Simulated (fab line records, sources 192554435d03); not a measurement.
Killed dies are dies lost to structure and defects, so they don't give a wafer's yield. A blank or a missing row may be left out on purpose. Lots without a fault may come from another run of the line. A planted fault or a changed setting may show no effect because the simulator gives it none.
fab line records | flow n5_finfet
record lots=5 wafers=15 last_day=16
route steps=1938 shown BEOL_M10@1505 PASSIVATION@1936
lots that met no fault: from a run of the same line without faults
start_h: hours from the record's first day to the start of the lot's first wafer shown | wait_h: hours since the lot's step before | " the same as in the row above | L1.1+2: a row that stands for several wafers | - no value, or no start given | * or withheld: withheld | < > ~ a bound
route shown NAME@n: a module of which the file shows steps, and the number in the route of the first | usual: mean/standard deviation of fault-free wafers | same: alike in all rows | chamber/n: place in a boat | sites: the reading at each site | _std_site: their standard deviation | _edge_site: outer sites' mean less inner sites' | radius_mm: how far each site lies from the wafer's centre | mask NAME#n: copy n | behind: the tool/chamber that last shaped the wafer | hold: why the lot was held/for how many hours/how that ended | device: the transistor (n, p or np) that didn't switch | end of line: the same wafers' tests at the end of the route | a step without rows: its recipe alone | killed: dies lost to structure and defects at the first sort, not the wafer's yield | map: a wafer's dies, x killed, . not, _ none there
set.NAME: the setting as run; set.NAME@STEP: as run at that earlier step | model.NAME: the simulator's own value behind a step, which no gauge read
lots at some steps of the route; a table a step, a row a wafer
services: from which hour (start_h, from the record's first day; less than 0 if before it) a tool's chamber was out of use, for how many hours, and why
## steps
# step N5_BEOL_M10_DESCUM_33
# recipe chemistry=O2 time_s=7.9 source_power_w=50 bias_power_w=20 pressure_mtorr=20 rf_frequency_hz=2.712e+07 temp_c=40 resist=CAR-ArF o2_flow_sccm=225
# step N5_BEOL_M10_ETCH_65
# recipe chemistry=CF4 target=SiARC target_depth_a=390 mask_material=CAR-ArF time_s=65 ion_energy_ev=80 pressure_mtorr=40 source_w=545 bias_w=36 Ar_flow_sccm=100 cf4_flow_sccm=100 ends=cleared
# step N5_BEOL_M10_ETCH_66
# recipe chemistry=N2/H2 target=SOC target_depth_a=1200 overetch_a=240 mask_material=SiARC temp_c=40 time_s=180 ion_energy_ev=200 pressure_mtorr=30 source_w=840 bias_w=150 n2_flow_sccm=200 h2_flow_sccm=200
# step N5_BEOL_M10_STRIP_69
# recipe chemistry=N2/H2 temp_c=40 n2_flow_sccm=200 h2_flow_sccm=200 rf_frequency_hz=6e+07
# step N5_BEOL_M10_VIA_ETCH_34
# recipe chemistry=C4F6/O2 target=SiCOH_lowk target_depth_a=1845 mask_material=SOC taper_deg=4 time_s=69.2 ion_energy_ev=250 pressure_mtorr=30 source_w=345 bias_w=185 Ar_flow_sccm=300 C4F6_flow_sccm=10 O2_flow_sccm=10
# step N5_BEOL_M10_STRIP_73
# recipe chemistry=C4F6/O2 resist=SiARC rf_frequency_hz=6e+07
# step N5_BEOL_M10_STRIP_36
# recipe chemistry=N2/H2 power_w=450 temp_c=40 pressure_mtorr=20 rf_frequency_hz=6e+07 overash_fraction=0.3 bias_power_w=7 h2_frac=0.5 n2_flow_sccm=200 h2_flow_sccm=200
# step N5_BEOL_M10_TRENCH_ETCH_37
# recipe chemistry=C4F6/O2 target_depth_a=1488.3 target=SiCOH_lowk time_s=48 ion_energy_ev=250 pressure_mtorr=30 source_w=345 bias_w=185 Ar_flow_sccm=300 C4F6_flow_sccm=10 O2_flow_sccm=10
# step N5_BEOL_M10_ETCH_41
# recipe chemistry=CH3F/O2 target=SiCN target_depth_a=426 taper_deg=2 time_s=86 ion_energy_ev=120 mask_material=TiN pressure_mtorr=30 source_w=395 bias_w=75 Ar_flow_sccm=150 CH3F_flow_sccm=30 O2_flow_sccm=20
# step N5_BEOL_M10_STRIP_77
# recipe chemistry=N2/H2 time_s=10 power_w=450 temp_c=40 pressure_mtorr=20 rf_frequency_hz=6e+07 bias_power_w=7 n2_flow_sccm=200 h2_flow_sccm=200
# step N5_BEOL_M10_HM_STRIP_39
# recipe chemistry=peroxide_tin_strip material=TiN target_depth_a=250 temp_c=50 time_s=158
# usual bath_guard_temp_C=49.8/0.46 bath_heat_duty_pct=7.2/0.78
# columns lot.wafer tool chamber start_h wait_h bath_guard_temp_C bath_heat_duty_pct model.TiN_of_BEOL_M10_HM_DEP_02.thk_nm
L668.3 wet_bench-04 5 236.34 0.0 49.9 8.1 0
L668.4 " 3 " " 49.9 6.8 0
L668.6 " 1 " " 50.0 7.0 0
L677.1 wet_bench-05 4 302.68 0.0 - - 15.4
L677.2 " 5 " " - - 15.4
L677.6 " 0 " " - - 15.6
L679.1 wet_bench-04 0 310.19 0.0 - - 15.8
L679.3 " 1 " " - - 15.8
L679.6 " 2 " " - - 15.8
L680.1 wet_bench-03 6 313.36 0.0 - - 15.6
L680.4 " 3 " " - - 16
L680.6 " 2 " " - - 16
L681.1 wet_bench-03 2 332.39 0.0 49.9 7.0 0
L681.2 " 6 " " 49.5 7.2 0
L681.6 " 5 " " 50.2 8.8 0
# step N5_BEOL_M10_SRD_40
# recipe time_s=30 temp_c=23 rinse_liquid=diw dry=ipa_marangoni
# step N5_BEOL_M10_PRECLEAN_42
# recipe chemistry=residue_remover time_s=60 temp_c=40
# columns lot.wafer tool chamber start_h wait_h model.TiN_of_BEOL_M10_HM_DEP_02.thk_nm
L668.3+4+6 wet_bench-04 5,3,1 236.41 0.0 0
L677.1+2 wet_bench-05 4,5 302.75 0.0 4.4
L677.6 " 0 " " 4.6
L679.1+3+6 wet_bench-04 0,1,2 310.25 0.0 4.8
L680.1 wet_bench-03 6 313.42 0.0 4.6
L680.4+6 " 3,2 " " 5
L681.1+2+6 wet_bench-03 2,6,5 332.52 0.0 0
# step N5_BEOL_M10_SRD_43
# recipe time_s=30 temp_c=23 rinse_liquid=diw dry=ipa_marangoni
# step N5_BEOL_M10_CURE_72
# recipe temp_c=370 time_s=120 ambient=DMADMS/He material=SiCOH_lowk
# step N5_BEOL_M10_DEGAS_44
# recipe ambient=vacuum temp_c=250 time_s=60
# step N5_BEOL_M10_PRE_CLEAN_45
# recipe gas=H2/He time_s=30 temp_c=250
# step N5_BEOL_M10_ALD_74
# recipe material=TaN target_thk_a=20 temp_c=275 ald_precursor_family=PDMAT ald_co_reactant=NH3 pressure_torr=3 carrier_flow_sccm=1500 pulse_time_s=2 purge_time_s=3 co_reactant_purge_time_s=2 co_reactant_pulse_time_s=3 ald_cycles=40 precursor_vessel_temp_c=75 precursor_vessel_pressure_torr=26.25 precursor_vessel_carrier_sccm=1000
# step N5_BEOL_M10_SURFACE_TREAT_76
# recipe gas=Ar time_s=* ion_energy_ev=* ion_current_ma_cm2=0.5 pressure_mtorr=* ar_flow_sccm=30
# step N5_BEOL_M10_CVD_75
# recipe material=Co target_thk_a=20 temp_c=withheld precursor=CCTBA/H2 pressure_torr=30 time_s=138.9
# step N5_BEOL_M10_SPUTTER_48
# recipe material=Cu target_thk_a=120 temp_c=-20 bias_v=60 power_w=26000 chamber_pressure_pa=0.13 time_s=2
# step N5_BEOL_M10_ECD_50
# recipe material=Cu target_thk_a=3180
# step N5_BEOL_M10_ANNEAL_51
# recipe temp_c=225 time_s=90 ambient=N2
# step N5_BEOL_M10_CMP_52
# recipe stop_on=SiCOH_lowk t_overpolish_s=7 down_force_psi=1 platen_rpm=50 clearing_platen_down_force_psi=1.5 clearing_platen_rpm=50 post_cmp_clean=cu_alkaline target_thk_nm=140 clearing_platen_pad_velocity_m_s=0.99484 pad_velocity_m_s=0.99484
# usual barrier_field_endpoint_s=28.9/0.76 motor_current_A=6.1/0.95 retaining_ring_pressure_frac=0.999/0.005
# columns lot.wafer tool chamber start_h wait_h barrier_field_endpoint_s motor_current_A retaining_ring_pressure_frac
L668.4 cmp-03 3 238.95 0.1 29.0 6.4 0.998
L668.3 " 0 " " 28.2 5.4 1.004
L668.6 " 3 " " 29.0 6.7 1.005
L677.1 cmp-01 3 306.24 0.3 34.8 6.5 0.996
L677.2 " 2 " " 34.1 7.7 1.005
L677.6 " 3 " " 34.5 6.1 0.989
L679.1 cmp-03 1 313.33 0.3 35.0 6.2 1.006
L679.3 " 3 " " 34.1 6.7 1.002
L679.6 " 2 " " 35.7 4.3 0.998
L680.1 cmp-02 2 315.63 0.3 33.6 6.2 1.001
L680.4 " 3 " " 34.3 5.6 0.995
L680.6 " 2 " " 35.3 6.0 0.998
L681.1 cmp-01 1 335.99 0.4 28.9 7.3 1.006
L681.2 " 3 " " 28.6 6.0 0.998
L681.6 " 0 " " 28.0 6.4 0.997
# step N5_PASSIVATION_PROBE_49
# usual defect_limited_yield=91.0/1.5 killed_at_M0_to_M3=33/9.4 killed_at_M4_up=14/4.8 killed_at_contacts=13/7.3 killed_at_front_end=43/13 killed_at_other=3.6/2.9 killed_dies=106/18 killed_open=69/13 killed_short=35/8.2 sort_bin_5_function=5.3/1 sort_bin_6_memory=3.3/0.68 sort_n_pass=1074/18 sort_yield_pct=91.0/1.5
# same gross_dies=1180 killed_at_back_side=0 sort_bin_4_leakage[%]=0 sort_bin_8_speed[%]=0
# columns lot.wafer tool chamber start_h wait_h defect_limited_yield[%] killed_at_M0_to_M3 killed_at_M4_up killed_at_contacts killed_at_front_end killed_at_other killed_dies killed_open killed_short sort_bin_5_function[%] sort_bin_6_memory[%] sort_n_pass sort_yield_pct[%]
L677.1 prober-01 - 356.14 0.0 88.8 35 30 9 55 3 132 87 42 6.3 4.3 1048 88.8
L677.2 prober-01 - 356.19 0.1 90.2 40 18 11 47 0 116 76 39 5.3 4.2 1064 90.2
L679.1 prober-02 - 360.74 0.0 89.9 41 14 15 37 12 119 72 45 6.5 3.1 1061 89.9
L679.3 prober-02 - 360.84 0.1 90.8 43 3 23 38 1 108 51 48 5.1 3.4 1072 90.8
L679.6 prober-02 - 360.99 0.3 90.2 40 9 9 57 1 116 70 38 5.9 3.1 1064 90.2
L680.1 prober-01 - 360.91 0.0 90.1 32 17 14 48 6 117 78 36 5.7 4.0 1063 90.1
L680.4 prober-01 - 361.06 0.2 90.3 42 19 10 42 1 114 71 41 5.6 3.9 1066 90.3
L680.6 prober-01 - 361.16 0.3 90.7 54 16 6 33 1 110 72 38 5.3 3.6 1070 90.7
L681.2 prober-02 - 381.54 0.1 90.4 48 13 15 35 2 113 82 30 6.8 2.5 1067 90.4
# killed by level:class
L677.1 STI_FIN_REVEAL:geometric_particle:open=18 BEOL_M4:geometric_particle:open=14 BEOL_M3:geometric_particle:open=10 FIN_SAQP:geometric_particle:short=9 MOL_CONTACT_COAG:geometric_particle:open=6 FIN_SAQP:geometric_particle:open=5 BEOL_M4:geometric_particle:short=5 BEOL_M1:geometric_particle:open=5
L677.2 FIN_SAQP:geometric_particle:open=14 BEOL_M2:geometric_particle:open=14 GATE_CUT:geometric_particle:short=11 MOL_CONTACT_COAG:geometric_particle:open=11 BEOL_M4:geometric_particle:open=10 BEOL_M3:geometric_particle:open=5 GATE_CUT:geometric_particle:open=5 BEOL_M4:geometric_particle:short=5
L679.1 BEOL_M2:geometric_particle:open=13 MOL_CONTACT_COAG:geometric_particle:open=12 BEOL_M0_SAQP:geometric_particle:short=11 FIN_SAQP:geometric_particle:short=9 GATE_CUT:geometric_particle:short=9 PASS1_CAP:geometric_particle:open=9 STI_FIN_REVEAL:geometric_particle:open=6 BEOL_M3:geometric_particle:open=6
L679.3 MOL_CONTACT_COAG:geometric_particle:open=16 BEOL_M0_SAQP:geometric_particle:short=16 FIN_SAQP:geometric_particle:short=13 BEOL_M0_SAQP:geometric_particle:open=9 MOL_CONTACT_COAG:geometric_particle:short=7 BEOL_M2:geometric_particle:open=6 HKMG_FIN:area_etch=6 FIN_SAQP:geometric_particle:open=5
L680.1 STI_FIN_REVEAL:geometric_particle:open=15 BEOL_M3:geometric_particle:open=13 MOL_CONTACT_COAG:geometric_particle:open=11 BEOL_M4:geometric_particle:open=9 STI_FIN_REVEAL:geometric_particle:short=6 BEOL_M0_SAQP:geometric_particle:open=6 DUMMY_GATE:geometric_particle:open=5 DUMMY_GATE:geometric_particle:short=4
L679.6 FIN_SAQP:geometric_particle:short=16 STI_FIN_REVEAL:geometric_particle:open=12 BEOL_M0_SAQP:geometric_particle:short=11 BEOL_M0_SAQP:geometric_particle:open=10 BEOL_M2:geometric_particle:open=10 MOL_CONTACT_COAG:geometric_particle:open=8 FIN_SAQP:geometric_particle:open=6 DUMMY_GATE:geometric_particle:open=6
L680.4 BEOL_M3:geometric_particle:open=14 FIN_SAQP:geometric_particle:short=10 STI_FIN_REVEAL:geometric_particle:open=10 BEOL_M2:geometric_particle:open=9 BEOL_M4:geometric_particle:open=8 FIN_SAQP:geometric_particle:open=7 MOL_CONTACT_COAG:geometric_particle:open=7 BEOL_M3:geometric_particle:short=7
L680.6 BEOL_M3:geometric_particle:open=19 BEOL_M2:geometric_particle:open=10 BEOL_M4:geometric_particle:open=9 BEOL_M0_SAQP:geometric_particle:short=8 STI_FIN_REVEAL:geometric_particle:open=7 BEOL_M3:geometric_particle:short=7 FIN_SAQP:geometric_particle:short=6 DUMMY_GATE:geometric_particle:open=6
L681.2 BEOL_M0_SAQP:geometric_particle:open=14 DUMMY_GATE:geometric_particle:open=11 MOL_CONTACT_COAG:geometric_particle:open=10 BEOL_M0:geometric_particle:open=8 BEOL_M1:geometric_particle:open=8 FIN_SAQP:geometric_particle:open=6 MOL_CONTACT_COAG:geometric_particle:short=5 BEOL_M4:geometric_particle:open=5
## services
# columns tool chamber start_h hours kind
cmp-03 - 217.35 4.0 repair
cmp-03 - 227.05 4.2 repair
cmp-02 - 236.73 2.3 repair
cmp-02 - 263.21 4.0 pm
cmp-02 - 267.21 - consumable_replace:conditioner
cmp-02 - 267.21 - consumable_replace:pad
cmp-03 - 297.84 1.4 repair
cmp-01 - 302.21 1.4 repair
cmp-03 - 329.41 1.3 repair
## key
first_sign step=N5_BEOL_M10_HM_STRIP_39 reading=tool_record direction=missing
effect step=N5_BEOL_M10_CMP_52 reading=barrier_field_endpoint_s direction=up sigmas=7.5 usual=28.9 struck=34.6
model_effect step=N5_BEOL_M10_HM_STRIP_39 value=TiN_of_BEOL_M10_HM_DEP_02.thk_nm without=0 struck=15.71
model_effect step=N5_BEOL_M10_PRECLEAN_42 value=TiN_of_BEOL_M10_HM_DEP_02.thk_nm without=0 struck=4.711
met_at N5_BEOL_M10_HM_STRIP_39
struck_wafers L677.1,L677.2,L677.6,L679.1,L679.3,L679.6,L680.1,L680.4,L680.6
onset_between 236.34 302.68
fault kind=skipped_step_whole tool=wet_bench-03,wet_bench-04,wet_bench-05 chamber=- onset_h=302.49 steps=N5_BEOL_M10_HM_STRIP_39 scope=struck_lots_only
